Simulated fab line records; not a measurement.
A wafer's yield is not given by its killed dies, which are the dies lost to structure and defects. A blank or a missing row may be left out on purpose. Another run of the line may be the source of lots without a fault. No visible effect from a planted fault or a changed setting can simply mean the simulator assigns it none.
Matching of chambers    flow n5Finfet    N5_PMOS_HMC_CHANNEL_EPI_ETCH_32 on rieDiel-01 has 4 sister chambers
The step etches BARC in N2/H2, stops on SiO2, target depth 85.8 nm, time 50.3 s. 4 wafers are shown with their chamber, then 9 later ones without.

## WAFERS PAIRED WITH THEIR CHAMBERS
wafer   chamber  showerheadPlenumPTorr (Torr)
L083.2  0        2.70
L086.1  2        2.56
L086.2  1        2.49
L086.4  3        2.63

## WAFERS WITH NO CHAMBER GIVEN
wafer   showerheadPlenumPTorr (Torr)
L087.1  2.70
L087.5  2.70
L087.6  2.63
L095.1  2.48
L095.2  2.69
L095.6  2.69
L096.1  2.69
L096.2  2.48
L096.5  2.56

## WHICH CHAMBER EACH ONE RAN IN
wafer   from the rows above  in truth
L087.1  0                    0
L087.5  0                    0
L087.6  3                    3
L095.1  1                    1
L095.2  0                    0
L095.6  0                    0
L096.1  0                    0
L096.2  1                    1
L096.5  2                    2
9 of 9 placed correctly. Number that these rows cannot place: 0. Wrongly placed: 0.
How it was worked out, from the rows above alone: a wafer's distance from a chamber is the root of the sum, over the readings, of the square of ((its reading less the chamber's mean) divided by the reading's scatter). If the next closest chamber is less than 2 further off than the closest, the wafer can't be placed; otherwise it belongs to the closest. The mean given for a chamber averages the wafers shown for that chamber. The scatter (one wafer shown for each chamber): square how far every hidden wafer sits from the nearest shown wafer, average those squares and take the square root.
